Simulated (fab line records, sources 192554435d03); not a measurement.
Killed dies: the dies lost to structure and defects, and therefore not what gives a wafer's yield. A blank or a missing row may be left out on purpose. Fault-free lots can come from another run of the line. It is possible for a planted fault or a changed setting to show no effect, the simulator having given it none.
fab line records	flow n5-finfet	part 2 of 2: steps 6 to 6 of 6
record lots=9	wafers=27	last-day=17
route steps=1938 shown SPACER0@260 SD_EPI_N@281 SD_EPI_P@303 BEOL_M4@1111 PASSIVATION@1936
lots with no fault: from the same line, run without faults
start-h: start of the lot's first displayed wafer, in hours after the record's first day	wait-h: hours elapsed since this lot's preceding step	" unchanged from the row above	L1.1+2: a single row standing in for several wafers	- no value, or no start was given	* or withheld: withheld	< > ~ a bound
route shown NAME@n: names a module that has steps shown in the file, with the first one's number in the route	usual: average and standard deviation across the fault-free wafers	same: alike in all rows	chamber/n: place in a boat	sites: per-site readings	_std_site: standard deviation of those values	_edge_site: inner sites' mean taken away from outer sites' mean	radius-mm: how far each site lies from the wafer's centre	mask NAME#n: copy n	behind: the last tool/chamber to shape the wafer	hold: reason for holding the lot/hours on hold/outcome of the hold	device: transistor that didn't switch, given as n, p or np	end of line: tests of these same wafers at the route's end	step lacking rows: just its recipe	killed: dies lost to structure and defects at the first sort, not the wafer's yield	map: per-die view of a wafer (x killed, . not killed, _ where there is no die)
set.NAME: the setting that was run; set.NAME@STEP: the one run at that earlier step	model.NAME: the simulator's own value behind a step, which no gauge read
steps of the route over a sample of lots; a table a step, a row a wafer
services: the hour from which a tool's chamber was out of use, counted from the record's first day as start-h (under 0 if before that day), plus the number of hours and why
## steps
# step N5_PASSIVATION_PROBE_49
# usual defect-limited-yield=91.7/1.5	killed_at_M0_to_M3=30/8.6	killed_at_M4_up=12/4.5	killed-at-contacts=13/5.8	killed-at-front-end=38/11	killed-at-other=4/3	killed-dies=97/17	killed-open=63/12	killed-short=32/8.8	sort_bin_4_leakage=0/0	sort_bin_5_function=4.8/0.91	sort_bin_6_memory=3.1/0.68	sort-n-pass=1083/17	sort-yield-pct=91.7/1.5
# same gross-dies=1180	killed-at-back-side=0	sort_bin_8_speed[%]=0
lot.wafer	tool	chamber	start-h	wait-h	defect-limited-yield[%]	killed_at_M0_to_M3	killed_at_M4_up	killed-at-contacts	killed-at-front-end	killed-at-other	killed-dies	killed-open	killed-short	sort_bin_4_leakage[%]	sort_bin_5_function[%]	sort_bin_6_memory[%]	sort-n-pass	sort-yield-pct[%]
L106.1	prober-01	-	294.22	0.0	90.4	36	12	5	53	7	113	79	31	0	6.0	3.4	1067	90.4
L106.3	prober-01	-	294.32	0.1	91.9	23	16	12	37	8	96	60	34	0	4.0	3.5	1084	91.9
L106.4	prober-01	-	294.37	0.2	92.4	31	9	7	32	11	90	56	31	0	4.6	2.6	1090	92.4
L110.1	prober-02	-	310.06	0.0	92.7	9	5	30	39	3	86	58	27	0	4.7	2.4	1094	92.7
L110.3	prober-02	-	310.16	0.1	92.5	25	3	17	43	0	88	57	29	0	4.7	2.5	1092	92.5
L110.5	prober-02	-	310.26	0.2	93.6	17	7	12	40	0	76	37	37	0	3.7	2.2	1104	93.6
L111.1	prober-01	-	318.37	0.0	91.2	33	12	11	45	3	104	70	32	0	5.3	3.2	1076	91.2
L111.2	prober-01	-	318.42	0.1	94.1	24	9	7	29	1	70	40	29	0	3.4	2.3	1110	94.1
L111.5	prober-01	-	318.57	0.2	91.9	33	13	7	39	3	95	49	43	0	4.4	3.2	1085	91.9
L113.4	prober-01	-	336.44	0.2	91.1	43	18	15	28	1	105	73	31	0	5.6	2.8	1075	91.1
L113.5	prober-01	-	336.49	0.2	89.7	42	16	28	33	3	122	78	40	0	6.0	3.6	1058	89.7
L113.6	prober-01	-	336.54	0.3	93.4	23	12	10	32	1	78	51	26	0	3.6	2.9	1102	93.4
L114.2	prober-01	-	343.90	0.1	91.6	45	8	18	28	0	99	64	35	0	4.6	3.4	1081	91.6
L114.4	prober-01	-	344.00	0.2	89.5	43	18	14	47	2	124	77	46	0	5.3	4.7	1056	89.5
L114.5	prober-01	-	344.05	0.2	90.0	38	8	12	60	0	118	68	48	0	5.9	3.9	1062	90.0
L116.1	prober-02	-	349.39	0.0	90.9	34	11	9	41	12	107	73	32	0	4.3	4.2	1073	90.9
L116.2	prober-02	-	349.44	0.1	91.9	31	10	9	43	3	96	51	41	0	5.3	2.5	1084	91.9
L116.3	prober-02	-	349.49	0.1	89.6	35	24	15	48	1	123	80	42	0	6.0	3.8	1057	89.6
L115.2	prober-02	-	357.05	0.1	92.9	19	16	15	32	2	84	60	21	0	3.7	3.1	1096	92.9
L115.4	prober-02	-	357.15	0.2	92.6	21	9	7	43	7	87	54	32	0	4.5	2.7	1093	92.6
L115.6	prober-02	-	357.25	0.3	93.3	17	12	18	30	2	79	56	22	0	3.7	2.9	1101	93.3
L120.3	prober-01	-	373.49	0.1	92.4	18	11	15	43	3	90	63	27	0	4.7	2.6	1090	92.4
L120.4	prober-01	-	373.54	0.2	93.6	22	18	8	25	3	76	63	13	0	3.8	2.6	1104	93.6
L120.5	prober-01	-	373.59	0.2	93.2	19	21	13	23	4	80	53	27	93.22	3.6	3.1	0	0
L125.2	prober-02	-	417.83	0.1	93.1	26	10	12	33	1	82	47	34	93.05	4.3	2.3	0	0
L125.3	prober-02	-	417.88	0.1	90.8	31	11	20	44	3	109	69	38	0	5.3	3.7	1071	90.8
L125.4	prober-02	-	417.93	0.2	90.3	38	21	15	34	6	114	65	47	0	5.8	3.6	1066	90.3
# killed by level:class
L106.1 STI_FIN_REVEAL:geometric-particle:open=12 BEOL_M1:geometric-particle:open=9 FIN_SAQP:geometric-particle:short=7 DUMMY_GATE:geometric-particle:open=7 BEOL_M2:geometric-particle:open=7 BEOL_M3:geometric-particle:open=6 FIN_SAQP:geometric-particle:open=5 MOL_CONTACT_COAG:geometric-particle:open=5
L106.3 MOL_CONTACT_COAG:geometric-particle:open=10 FIN_SAQP:geometric-particle:open=7 BEOL_M1:geometric-particle:open=7 STI_FIN_REVEAL:geometric-particle:open=6 DUMMY_GATE:geometric-particle:open=5 BEOL_M0_SAQP:geometric-particle:short=5 BEOL_M7:geometric-particle:open=5 STARTING-WAFER:geometric-particle:short=5
L106.4 STI_FIN_REVEAL:geometric-particle:open=13 BEOL_M0_SAQP:geometric-particle:short=8 BEOL_M3:geometric-particle:open=6 MIM_BOT:geometric-particle:short=6 FIN_SAQP:geometric-particle:open=5 MOL_CONTACT_COAG:geometric-particle:open=5 BEOL_M0_SAQP:geometric-particle:open=5 BEOL_M1:geometric-particle:open=5
L110.1 MOL_CONTACT_COAG:geometric-particle:open=23 FIN_SAQP:geometric-particle:short=8 MOL_CONTACT_COAG:geometric-particle:short=7 STI_FIN_REVEAL:geometric-particle:open=6 GATE_CUT:geometric-particle:open=5 GATE_CUT:geometric-particle:short=5 FIN_SAQP:geometric-particle:open=3 DUMMY_GATE:geometric-particle:open=3
L110.3 MOL_CONTACT_COAG:geometric-particle:open=12 BEOL_M0_SAQP:geometric-particle:open=11 STI_FIN_REVEAL:geometric-particle:open=7 FIN_SAQP:geometric-particle:short=6 MOL_CONTACT_COAG:geometric-particle:short=5 BEOL_M0_SAQP:geometric-particle:short=5 ILD0:geometric-particle:open=4 GATE_CUT:geometric-particle:short=4
L110.5 FIN_SAQP:geometric-particle:short=14 MOL_CONTACT_COAG:geometric-particle:open=10 GATE_CUT:geometric-particle:short=8 BEOL_M1:geometric-particle:open=5 GATE_CUT:geometric-particle:open=3 BEOL_M0_SAQP:geometric-particle:short=3 BEOL_M0_SAQP:geometric-particle:open=3 STARTING-WAFER:geometric-particle:short=3
L111.1 STI_FIN_REVEAL:geometric-particle:open=15 FIN_SAQP:geometric-particle:short=10 MOL_CONTACT_COAG:geometric-particle:open=10 BEOL_M1:geometric-particle:open=9 FIN_SAQP:geometric-particle:open=8 BEOL_M3:geometric-particle:open=6 BEOL_M0_SAQP:geometric-particle:open=5 BEOL_M3:geometric-particle:short=5
L111.2 FIN_SAQP:geometric-particle:short=13 BEOL_M3:geometric-particle:open=6 MOL_CONTACT_COAG:geometric-particle:open=6 STI_FIN_REVEAL:geometric-particle:open=5 BEOL_M1:geometric-particle:open=5 BEOL_M2:geometric-particle:open=5 FIN_SAQP:geometric-particle:open=4 BEOL_M1:geometric-particle:short=3
L111.5 FIN_SAQP:geometric-particle:short=13 BEOL_M0_SAQP:geometric-particle:short=9 BEOL_M0_SAQP:geometric-particle:open=8 FIN_SAQP:geometric-particle:open=6 STI_FIN_REVEAL:geometric-particle:open=6 BEOL_M1:geometric-particle:open=6 MOL_CONTACT_COAG:geometric-particle:open=5 BEOL_M2:geometric-particle:open=5
L113.4 MOL_CONTACT_COAG:geometric-particle:open=13 BEOL_M2:geometric-particle:open=10 BEOL_M4:geometric-particle:open=10 BEOL_M0_SAQP:geometric-particle:short=9 BEOL_M1:geometric-particle:open=8 BEOL_M0_SAQP:geometric-particle:open=6 STI_FIN_REVEAL:geometric-particle:open=5 FIN_SAQP:geometric-particle:short=4
L113.5 MOL_CONTACT_COAG:geometric-particle:open=22 STI_FIN_REVEAL:geometric-particle:open=9 BEOL_M0_SAQP:geometric-particle:open=9 BEOL_M4:geometric-particle:open=9 BEOL_M0_SAQP:geometric-particle:short=8 BEOL_M3:geometric-particle:open=8 MOL_CONTACT_COAG:geometric-particle:short=6 BEOL_M2:geometric-particle:short=5
L113.6 MOL_CONTACT_COAG:geometric-particle:open=8 STI_FIN_REVEAL:geometric-particle:open=7 BEOL_M4:geometric-particle:open=5 FIN_SAQP:geometric-particle:open=4 FIN_SAQP:geometric-particle:short=4 BEOL_M2:geometric-particle:open=4 BEOL_M0_SAQP:geometric-particle:short=4 DUMMY_GATE:geometric-particle:open=3
L114.2 MOL_CONTACT_COAG:geometric-particle:open=15 FIN_SAQP:geometric-particle:short=13 BEOL_M0_SAQP:geometric-particle:open=9 BEOL_M2:geometric-particle:open=8 BEOL_M2:geometric-particle:short=7 BEOL_M1:geometric-particle:open=6 BEOL_M3:geometric-particle:open=6 FIN_SAQP:geometric-particle:open=4
L114.4 FIN_SAQP:geometric-particle:short=20 BEOL_M2:geometric-particle:open=15 FIN_SAQP:geometric-particle:open=12 MOL_CONTACT_COAG:geometric-particle:open=12 BEOL_M2:geometric-particle:short=6 BEOL_M0_SAQP:geometric-particle:open=5 BEOL_M3:geometric-particle:open=5 BEOL_M4:geometric-particle:open=5
L114.5 FIN_SAQP:geometric-particle:short=25 FIN_SAQP:geometric-particle:open=13 MOL_CONTACT_COAG:geometric-particle:open=11 BEOL_M0_SAQP:geometric-particle:short=8 BEOL_M2:geometric-particle:open=8 BEOL_M3:geometric-particle:open=7 BEOL_M0_SAQP:geometric-particle:open=6 STI_FIN_REVEAL:geometric-particle:open=4
L116.1 BEOL_M0_SAQP:geometric-particle:open=9 FIN_SAQP:geometric-particle:short=8 DUMMY_GATE:geometric-particle:open=8 MOL_CONTACT_COAG:geometric-particle:open=8 BEOL_M0_SAQP:geometric-particle:short=8 PAD_METAL:geometric-particle:open=7 BEOL_M1:geometric-particle:open=6 FIN_SAQP:geometric-particle:open=5
L116.2 BEOL_M3:geometric-particle:short=10 GATE_CUT:geometric-particle:short=8 STI_FIN_REVEAL:geometric-particle:open=7 MOL_CONTACT_COAG:geometric-particle:open=7 STARTING-WAFER:geometric-particle:short=7 BEOL_M2:geometric-particle:open=6 BEOL_M3:geometric-particle:open=6 BEOL_M0_SAQP:geometric-particle:open=5
L116.3 BEOL_M1:geometric-particle:open=14 MOL_CONTACT_COAG:geometric-particle:open=11 BEOL_M4:geometric-particle:open=10 FIN_SAQP:geometric-particle:short=9 DUMMY_GATE:geometric-particle:open=8 GATE_CUT:geometric-particle:short=7 BEOL_M0_SAQP:geometric-particle:open=7 GATE_CUT:geometric-particle:open=6
L115.2 MOL_CONTACT_COAG:geometric-particle:open=13 DUMMY_GATE:geometric-particle:open=11 BEOL_M4:geometric-particle:open=6 BEOL_M2:geometric-particle:open=5 DUMMY_GATE:geometric-particle:short=4 BEOL_M0:geometric-particle:open=4 STI_FIN_REVEAL:geometric-particle:open=3 BEOL_M5:geometric-particle:open=3
L115.4 STI_FIN_REVEAL:geometric-particle:open=11 FIN_SAQP:geometric-particle:short=9 MOL_CONTACT_COAG:geometric-particle:open=6 FIN_SAQP:geometric-particle:open=5 BEOL_M0_SAQP:geometric-particle:short=5 STI_FIN_REVEAL:geometric-particle:short=4 BEOL_M0:geometric-particle:open=4 BEOL_M2:geometric-particle:open=4
L115.6 MOL_CONTACT_COAG:geometric-particle:open=15 FIN_SAQP:geometric-particle:open=6 STI_FIN_REVEAL:geometric-particle:open=5 BEOL_M2:geometric-particle:open=4 BEOL_M0:geometric-particle:open=4 BEOL_M4:geometric-particle:short=4 DUMMY_GATE:geometric-particle:open=3 MOL_CONTACT_COAG:geometric-particle:short=3
L120.3 MOL_CONTACT_COAG:geometric-particle:open=13 FIN_SAQP:geometric-particle:open=11 FIN_SAQP:geometric-particle:short=9 STARTING-WAFER:geometric-particle:open=5 STI_FIN_REVEAL:geometric-particle:open=4 DUMMY_GATE:geometric-particle:open=4 BEOL_M4:geometric-particle:open=4 ILD0:geometric-particle:short=3
L120.4 STI_FIN_REVEAL:geometric-particle:open=15 BEOL_M3:geometric-particle:open=7 MOL_CONTACT_COAG:geometric-particle:open=6 FIN_SAQP:geometric-particle:open=5 BEOL_M1:geometric-particle:open=5 BEOL_M4:geometric-particle:open=5 BEOL_M8:geometric-particle:open=5 BEOL_M0_SAQP:geometric-particle:short=4
L120.5 BEOL_M4:geometric-particle:open=12 MOL_CONTACT_COAG:geometric-particle:open=10 STI_FIN_REVEAL:geometric-particle:open=6 BEOL_M0_SAQP:geometric-particle:short=6 FIN_SAQP:geometric-particle:open=4 BEOL_M1:geometric-particle:open=4 FIN_SAQP:geometric-particle:short=3 MOL_CONTACT_COAG:geometric-particle:short=3
L125.2 MOL_CONTACT_COAG:geometric-particle:open=9 BEOL_M0_SAQP:geometric-particle:short=9 STI_FIN_REVEAL:geometric-particle:open=7 FIN_SAQP:geometric-particle:open=6 FIN_SAQP:geometric-particle:short=5 GATE_CUT:geometric-particle:short=5 BEOL_M1:geometric-particle:open=5 BEOL_M2:geometric-particle:open=5
L125.3 MOL_CONTACT_COAG:geometric-particle:open=15 FIN_SAQP:geometric-particle:short=13 BEOL_M2:geometric-particle:open=10 STI_FIN_REVEAL:geometric-particle:open=6 BEOL_M1:geometric-particle:open=6 FIN_SAQP:geometric-particle:open=5 MOL_CONTACT_COAG:geometric-particle:short=5 STI_FIN_REVEAL:geometric-particle:short=4
L125.4 MOL_CONTACT_COAG:geometric-particle:open=10 BEOL_M2:geometric-particle:open=8 BEOL_M4:geometric-particle:open=8 FIN_SAQP:geometric-particle:open=7 GATE_CUT:geometric-particle:short=7 BEOL_M0_SAQP:geometric-particle:short=7 BEOL_M3:geometric-particle:short=7 BEOL_M1:geometric-particle:open=6
## services
tool	chamber	start-h	hours	kind
rie-si-01	3	46.02	3.3	repair
ald-sin-01	0	60.25	10.6	repair
ald-sin-01	-	68.04	14.6	pm
plasma-asher-02	-	70.22	0.7	repair
ald-sin-03	3	75.44	3.7	repair
ald-sin-01	-	85.75	14.0	pm
ald-sin-01	0	85.75	14.0	vent-cycle
ald-sin-01	1	85.75	14.0	vent-cycle
ald-sin-01	2	85.75	14.0	vent-cycle
rie-si-01	0	97.66	6.8	repair
ald-sin-01	0	99.75	-	clean
ald-sin-01	1	99.75	-	clean
ald-sin-01	2	99.75	-	clean
ald-sin-01	3	99.75	-	clean
rie-si-03	2	152.56	1.8	repair
plasma-asher-01	-	158.26	1.1	repair
ald-sin-03	2	160.90	16.3	repair
ald-sin-04	-	177.89	14.0	pm
ald-sin-04	0	177.89	14.0	vent-cycle
ald-sin-04	1	177.89	14.0	vent-cycle
ald-sin-04	2	177.89	14.0	vent-cycle
ald-sin-04	3	177.89	14.0	vent-cycle
## key
first-sign step=N5_SD_EPI_N_SD_RECESS_17	reading=oes-product-au	direction=up	sigmas=6.5	usual=1.007	struck=1.120
effect step=N5_BEOL_M4_RC_MEAS_101	reading=CJ_N	direction=missing
effect step=N5_BEOL_M4_RC_MEAS_101	reading=DIBL_N	direction=missing
effect step=N5_BEOL_M4_RC_MEAS_101	reading=EOT_N	direction=missing
effect step=N5_BEOL_M4_RC_MEAS_101	reading=IGATE_N	direction=missing
effect step=N5_BEOL_M4_RC_MEAS_101	reading=IOFF_N	direction=missing
effect step=N5_BEOL_M4_RC_MEAS_101	reading=IOFF_N_85C	direction=missing
effect step=N5_BEOL_M4_RC_MEAS_101	reading=IOFF_N_LIN	direction=missing
effect step=N5_BEOL_M4_RC_MEAS_101	reading=IOFF_N_LONG	direction=missing
effect step=N5_BEOL_M4_RC_MEAS_101	reading=ION_N	direction=missing
effect step=N5_BEOL_M4_RC_MEAS_101	reading=RC_DENSE_N	direction=missing
effect step=N5_BEOL_M4_RC_MEAS_101	reading=RC_N	direction=missing
effect step=N5_BEOL_M4_RC_MEAS_101	reading=REXT_N	direction=missing
effect step=N5_PASSIVATION_PROBE_49	reading=sort_bin_4_leakage	direction=up	sigmas=99+	usual=0	struck=93.14
met-at N5_SD_EPI_N_SD_RECESS_17
struck-lots L120,L125
struck-wafers L120.5,L125.2
not-acting-at N5_SPACER0_ALD_08,N5_SD_EPI_N_STRIP_38,N5_SD_EPI_P_CD_MEAS_09
onset-between 125.74 143.62
fault kind=process-parameter-drift	tool=rie-si-01	chamber=-	onset-h=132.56	steps=N5_SD_EPI_N_SD_RECESS_17	channel=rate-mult	offset=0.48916	shape=step	end-h=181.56	scope=struck-wafers-only
